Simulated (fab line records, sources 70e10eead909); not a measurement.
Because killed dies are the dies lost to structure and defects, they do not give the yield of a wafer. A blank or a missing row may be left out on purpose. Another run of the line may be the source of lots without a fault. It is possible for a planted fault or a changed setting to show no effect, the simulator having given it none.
fab line records	flow nandHarc	part 2 of 2: steps 5 to 6 of 6
record: lots: 22	wafers: 66	lastDay: 26
route steps=1159 shown A_CONTACT@900
lots that met no fault: from a run of the same line without faults
startH: hours from the record's first day to the start of the lot's first wafer shown	waitH: hours elapsed since this lot's preceding step	" same as the row above	L1.1+2: one row covering several wafers at once	- either no value or no given start	* or withheld: withheld	< > ~ a bound
route shown NAME@n: NAME is a module with steps in the file, n the number in the route of the first one	usual: mean/standard deviation of fault-free wafers	same: alike in all rows	chamber/n: place in a boat	sites: the reading at each site	_std_site: standard deviation across them	_edge_site: mean of outer sites minus mean of inner sites	radiusMm: for every site, how far away it sits from the centre of the wafer	mask NAME#n: copy n	behind: the tool/chamber that last shaped the wafer	hold: why the lot went on hold/how many hours it stayed there/how the hold came to an end	device: transistor that didn't switch, given as n, p or np	end of line: the route-end tests of the same wafers	step lacking rows: just its recipe	killed: dies lost to structure and defects at the first sort, not the wafer's yield	map: dies across one wafer; x = killed, . = not, _ = none there
set.NAME: the setting the step ran with; set.NAME@STEP: the setting that earlier step ran with	model.NAME: the simulator's own value behind a step, which no gauge read
steps of the route over a sample of lots; a table a step, a row a wafer
services: from which hour (startH, from the record's first day; less than 0 if before it) a tool's chamber was out of use, for how many hours, and why
== steps ==
step: NHARC_A_CONTACT_ETCH_92
recipe: targetDepthA: 400	overEtchFrac: 0.5	timeS: 85.7	ionEnergyEv: 120	ch3fFlowSccm: 50	o2FlowSccm: 30	arFlowSccm: 200	rfW: 500	biasW: 100	chemistry: CH3F/O2
usual: ch3fFlowSccm: 49.98/0.16	chamberPressureMTorr: 25.003/0.024	drypumpMotorCurrentA: 5.7/0.49	oesProductAu: 0.936/0.025	rfVppV: 243.8/1.4	showerheadPlenumPTorr: 2.43/0.078	throttleValvePct: 20.662/0.0096
lot.wafer	tool	chamber	startH	waitH	ch3fFlowSccm	chamberPressureMTorr	drypumpMotorCurrentA	oesProductAu	rfHoursCounterH	rfVppV	showerheadPlenumPTorr	throttleValvePct
L074.4	rieDiel-01	1	382.61	0.3	49.85	25.017	5.4	0.919	13	245.1	2.56	20.648
L074.3	"	2	"	"	50.29	25.015	5.1	0.943	12	243.0	2.38	20.673
L074.5	"	0	"	"	49.99	24.966	5.7	0.933	-	242.1	2.43	20.642
L077.1	rieDiel-12	1	392.26	0.4	50.20	25.023	5.4	1.017	1	244.7	2.50	20.660
L077.2	"	2	"	"	49.67	24.956	5.7	0.991	1	242.5	2.34	20.663
L077.5	"	1	"	"	50.11	25.036	5.4	1.023	-	245.5	2.50	20.658
L075.4	rieDiel-02	0	393.69	0.3	50.07	25.055	6.6	0.989	21	243.0	2.39	20.671
L075.3	"	1	"	"	49.78	25.010	6.7	0.997	20	242.8	2.40	20.662
L075.5	"	1	"	"	49.75	25.020	6.7	1.004	-	242.6	2.40	20.660
L076.4	rieDiel-01	0	402.13	0.4	49.86	24.970	5.7	0.927	18	244.4	2.43	20.659
L076.3	"	1	"	"	49.82	25.010	5.4	0.908	18	246.6	2.56	20.652
L076.1	"	2	"	"	49.97	24.992	5.1	0.934	17	243.2	2.38	20.650
L078.1	rieDiel-01	3	403.82	0.4	50.32	25.008	6.2	0.920	18	241.9	2.38	20.663
L078.2	"	1	"	"	49.92	25.018	5.4	0.923	18	244.5	2.56	20.676
L078.4	"	2	"	"	49.94	25.033	5.1	0.939	18	242.7	2.38	20.661
L080.3	rieDiel-01	1	422.71	0.3	50.22	25.025	5.4	0.923	21	246.0	2.56	20.672
L080.2	"	2	"	"	49.88	24.991	5.1	0.928	20	243.4	2.38	20.642
L080.5	"	1	"	"	49.97	25.003	5.4	0.934	-	245.1	2.56	20.653
L081.4	rieDiel-01	3	433.48	0.3	50.03	24.998	6.2	0.922	-	242.6	2.38	20.689
L081.5	"	0	"	"	50.09	25.032	5.7	0.933	-	243.5	2.43	20.668
L081.6	"	2	"	"	50.07	24.977	5.1	0.931	-	242.3	2.38	20.662
L083.3	rieDiel-01	0	435.82	0.3	50.06	24.946	5.7	0.928	24	244.2	2.43	20.659
L083.4	"	1	"	"	49.73	24.972	5.4	0.925	23	245.3	2.56	20.676
L083.2	"	2	"	"	49.92	25.007	5.1	0.935	22	243.3	2.38	20.668
L084.2	rieDiel-12	3	445.92	0.4	49.72	25.054	5.9	0.937	21	242.5	2.36	20.656
L084.4	"	1	"	"	49.82	25.006	5.4	0.943	-	245.5	2.49	20.658
L084.6	"	2	"	"	50.25	25.008	5.6	0.919	-	242.7	2.33	20.660
L082.3	rieDiel-01	2	446.85	0.3	50.02	24.961	5.1	0.932	24	243.1	2.38	20.668
L082.5	"	2	"	"	49.96	25.018	5.1	0.930	-	243.4	2.38	20.648
L082.6	"	3	"	"	50.15	25.005	6.2	0.919	-	243.4	2.38	20.670
L087.4	rieDiel-12	0	459.31	0.3	50.20	24.982	6.7	0.924	10	243.3	2.41	20.661
L087.2	"	3	"	"	49.97	24.977	5.9	0.997	25	242.1	2.36	20.660
L087.6	"	1	"	"	50.03	24.998	5.3	1.022	-	244.5	2.49	20.667
L085.2	rieDiel-01	0	461.29	0.4	49.99	25.001	5.7	0.932	29	244.7	2.43	20.657
L085.4	"	1	"	"	49.88	24.999	5.4	0.927	28	245.6	2.55	20.648
L085.6	"	0	"	"	50.01	24.994	5.7	0.927	-	244.6	2.43	20.657
L089.4	rieDiel-01	1	466.04	0.3	50.05	25.027	5.4	0.929	29	246.9	2.55	20.661
L089.2	"	3	"	"	49.82	25.019	6.2	0.916	29	241.8	2.38	20.660
L089.5	"	2	"	"	50.01	24.985	5.1	0.941	-	243.4	2.37	20.659
L086.3	rieDiel-01	3	468.06	0.3	50.11	25.011	6.2	0.919	30	243.2	2.38	20.677
L086.2	"	1	"	"	49.66	25.000	5.4	0.921	30	245.2	2.55	20.658
L086.6	"	3	"	"	50.17	25.018	6.2	0.918	-	244.3	2.38	20.657
L090.2	rieDiel-01	1	481.59	0.4	50.21	24.973	5.4	0.917	32	245.8	2.55	20.664
L090.5	"	2	"	"	49.71	25.015	5.1	0.938	-	243.4	2.37	20.666
L090.6	"	3	"	"	49.65	25.023	6.2	0.911	-	242.7	2.38	20.666
L088.1	rieDiel-01	1	482.90	0.3	49.89	24.993	5.4	0.921	32	246.0	2.55	20.668
L088.2	"	3	"	"	49.89	24.985	6.2	0.924	32	242.7	2.38	20.677
L088.5	"	1	"	"	49.88	25.015	5.4	0.911	-	246.5	2.55	20.661
L091.2	rieDiel-12	0	494.81	0.4	49.88	24.996	6.7	0.921	22	242.5	2.40	20.688
L091.3	"	1	"	"	49.93	25.017	5.4	0.941	37	245.7	2.48	20.661
L091.6	"	2	"	"	50.12	24.998	5.6	0.916	-	242.7	2.32	20.669
L094.2	rieDiel-01	1	509.95	0.3	50.07	24.987	5.4	0.924	1	245.1	2.55	20.668
L094.3	"	2	"	"	49.88	24.999	5.1	0.949	1	243.2	2.37	20.671
L094.1	"	0	"	"	49.88	25.022	5.7	0.936	1	244.4	2.43	20.641
L093.2	rieDiel-01	0	512.91	0.4	50.12	24.996	5.7	0.925	2	245.5	2.43	20.646
L093.1	"	1	"	"	50.15	24.982	5.4	0.929	2	246.0	2.55	20.649
L093.5	"	1	"	"	49.98	24.964	5.4	0.937	-	245.4	2.55	20.667
L095.2	rieDiel-01	2	514.32	0.3	50.25	25.013	5.1	0.949	2	242.4	2.37	20.670
L095.3	"	0	"	"	50.17	25.025	5.6	0.930	2	244.8	2.43	20.662
L095.6	"	2	"	"	50.21	25.038	5.1	0.936	-	241.3	2.37	20.677
L096.3	rieDiel-02	0	537.42	0.3	49.67	24.979	6.6	0.911	8	243.9	2.37	20.658
L096.2	"	1	"	"	50.07	24.994	6.7	0.939	8	243.6	2.38	20.666
L096.6	"	0	"	"	50.06	25.006	6.6	0.915	-	244.2	2.37	20.673
L097.4	rieDiel-02	3	554.08	0.3	49.89	25.007	6.2	0.911	15	243.7	2.52	20.676
L097.2	"	0	"	"	49.53	24.997	6.6	0.915	14	242.5	2.37	20.665
L097.6	"	0	"	"	49.77	25.029	6.5	0.921	-	243.1	2.36	20.658
step: NHARC_A_CONTACT_STRIP_26
recipe: o2FlowSccm: 500	arFlowSccm: 0	biasW: 0	chemistry: O2
usual: chamberPressureMTorr: 60.00/0.059	drypumpMotorCurrentA: 5.8/0.51	oesProductAu: 1.000/0.0099	rfVppV: 57.7/0.88	showerheadPlenumPTorr: 3.49/0.11	throttleValvePct: 17.037/0.0094
lot.wafer	tool	chamber	startH	waitH	chamberPressureMTorr	drypumpMotorCurrentA	oesProductAu	rfHoursCounterH	rfVppV	showerheadPlenumPTorr	throttleValvePct
L074.3	rieDiel-01	1	-	-	60.09	5.4	0.993	13	56.7	3.67	17.043
L074.4	"	2	"	"	59.99	5.1	1.011	13	56.9	3.42	17.033
L074.5	"	0	"	"	60.06	5.7	1.006	-	60.9	3.49	17.058
L077.1	rieDiel-12	0	-	-	59.99	6.7	1.007	2	57.5	3.46	17.031
L077.2	"	1	"	"	59.89	5.4	1.014	2	57.6	3.58	17.039
L077.5	"	3	"	"	59.97	5.9	0.986	-	58.6	3.41	17.032
L075.3	rieDiel-01	1	-	-	60.02	5.4	0.996	16	58.9	3.67	17.020
L075.4	"	3	"	"	59.88	6.2	0.988	16	58.5	3.42	17.030
L075.5	"	1	"	"	59.94	5.4	0.988	-	58.7	3.67	17.038
L076.1	rieDiel-12	3	-	-	59.97	5.9	0.994	5	57.5	3.41	17.049
L076.3	"	1	"	"	60.02	5.4	1.009	6	57.8	3.58	17.038
L076.4	"	2	"	"	60.00	5.7	0.989	5	58.2	3.36	17.043
L078.4	rieDiel-01	1	-	-	59.90	5.4	1.003	19	57.8	3.67	17.021
L078.2	"	3	"	"	60.01	6.2	0.993	18	58.3	3.42	17.060
L078.1	"	0	"	"	60.04	5.7	1.010	19	58.5	3.49	17.034
L080.2	rieDiel-01	2	-	-	59.90	5.1	1.009	20	56.9	3.41	17.037
L080.3	"	3	"	"	60.05	6.2	0.998	21	59.5	3.42	17.035
L080.5	"	1	"	"	60.06	5.4	0.990	-	59.4	3.67	17.035
L081.4	rieDiel-01	3	-	-	59.93	6.2	0.995	-	59.1	3.42	17.025
L081.6	"	0	"	"	60.07	5.7	0.998	-	57.2	3.49	17.038
L081.5	"	2	"	"	59.98	5.1	0.999	-	56.4	3.41	17.032
L083.4	rieDiel-01	0	-	-	59.96	5.7	1.014	24	58.5	3.49	17.046
L083.3	"	1	"	"	59.99	5.4	1.001	23	58.1	3.67	17.029
L083.2	"	2	"	"	60.00	5.1	0.998	23	57.3	3.41	17.024
L084.2	rieDiel-12	3	-	-	60.02	5.8	1.004	21	56.9	3.40	17.021
L084.4	"	3	"	"	60.04	5.9	1.004	-	56.2	3.40	17.031
L084.6	"	1	"	"	59.95	5.4	1.009	-	58.6	3.57	17.047
L082.3	rieDiel-01	3	-	-	60.07	6.2	0.988	25	55.6	3.42	17.041
L082.5	"	2	"	"	60.02	5.1	1.003	-	57.3	3.41	17.030
L082.6	"	3	"	"	59.99	6.2	0.989	-	56.6	3.42	17.026
L087.2	rieDiel-01	2	-	-	60.01	5.1	1.016	28	56.7	3.41	17.050
L087.4	"	0	"	"	60.11	5.7	1.008	29	59.3	3.49	17.030
L087.6	"	2	"	"	59.96	5.1	1.030	-	57.6	3.41	17.046
L085.2	rieDiel-02	1	-	-	60.05	6.7	1.000	45	58.2	3.44	17.029
L085.4	"	3	"	"	59.96	6.2	0.997	52	57.5	3.63	17.034
L085.6	"	1	"	"	60.03	6.7	0.995	-	58.2	3.44	17.038
L089.2	rieDiel-01	0	-	-	60.05	5.7	1.003	31	58.1	3.49	17.037
L089.4	"	2	"	"	60.08	5.1	1.007	29	57.8	3.41	17.042
L089.5	"	1	"	"	60.00	5.4	0.995	-	58.6	3.66	17.057
L086.2	rieDiel-02	3	-	-	59.98	6.2	1.000	55	57.7	3.63	17.043
L086.3	"	0	"	"	59.96	6.6	0.989	50	58.8	3.41	17.035
L086.6	"	3	"	"	60.01	6.2	0.994	-	59.3	3.63	17.037
L090.2	rieDiel-01	1	-	-	59.99	5.5	0.988	32	58.2	3.66	17.031
L090.6	"	0	"	"	60.02	5.7	0.995	-	56.7	3.48	17.050
L090.5	"	1	"	"	60.04	5.4	0.987	-	56.4	3.66	17.030
L088.2	rieDiel-02	3	-	-	60.02	6.2	0.992	59	57.2	3.62	17.054
L088.1	"	2	"	"	60.07	5.4	0.998	59	59.4	3.77	17.035
L088.5	"	3	"	"	60.10	6.2	0.987	-	57.4	3.62	17.053
L091.2	rieDiel-02	1	-	-	59.96	6.7	0.995	59	57.0	3.43	17.063
L091.3	"	0	"	"	59.89	6.5	0.993	59	57.0	3.41	17.034
L091.6	"	1	"	"	60.04	6.7	0.994	-	58.7	3.43	17.025
L094.3	rieDiel-01	1	-	-	59.95	5.4	1.011	1	58.0	3.66	17.024
L094.1	"	3	"	"	59.94	6.2	0.998	1	57.4	3.41	17.044
L094.2	"	0	"	"	60.07	5.7	1.007	1	58.0	3.48	17.042
L093.1	rieDiel-01	2	-	-	59.92	5.1	1.015	2	57.2	3.41	17.043
L093.2	"	0	"	"	60.03	5.7	0.997	2	56.8	3.48	17.050
L093.5	"	2	"	"	60.03	5.1	1.024	-	57.1	3.41	17.044
L095.3	rieDiel-12	2	-	-	59.92	5.6	1.000	46	57.7	3.33	17.026
L095.2	"	3	"	"	60.05	5.8	1.000	46	57.5	3.38	17.047
L095.6	"	2	"	"	60.02	5.6	0.994	-	58.1	3.33	17.037
L096.2	rieDiel-02	3	-	-	59.98	6.2	0.990	8	57.2	3.61	17.035
L096.3	"	0	"	"	60.03	6.5	0.990	8	56.9	3.40	17.021
L096.6	"	3	"	"	59.99	6.1	0.983	-	59.5	3.61	17.024
L097.4	rieDiel-01	1	-	-	60.05	5.4	1.003	13	57.7	3.65	17.038
L097.2	"	3	"	"	59.95	6.2	0.994	13	57.5	3.41	17.047
L097.6	"	2	"	"	59.95	5.1	1.017	-	57.4	3.40	17.031
== services ==
tool	chamber	startH	hours	kind
rieDiel-01	0	372.97	-	clean
rieDiel-01	1	372.97	-	clean
rieDiel-01	2	372.97	-	clean
rieDiel-01	3	372.97	-	clean
rieDiel-12	-	379.62	9.0	pm
rieDiel-01	0	397.60	-	clean
rieDiel-01	1	397.60	-	clean
rieDiel-01	2	397.60	-	clean
rieDiel-01	3	397.60	-	clean
rieDiel-12	0	412.71	46.5	repair
harCapEtch-01	-	420.51	0.6	repair
rieDiel-01	0	422.10	-	clean
rieDiel-01	1	422.10	-	clean
rieDiel-01	2	422.10	-	clean
rieDiel-01	3	422.10	-	clean
rieDiel-01	1	432.22	3.1	repair
rieDiel-01	0	446.60	-	clean
rieDiel-01	1	446.60	-	clean
rieDiel-01	2	485.49	7.9	repair
rieDiel-01	-	492.13	9.0	pm
rieDiel-02	-	505.00	9.0	pm
rieDiel-12	1	525.96	3.7	repair
rieDiel-12	0	544.56	18.8	repair
harCapEtch-03	-	545.00	17.0	pm
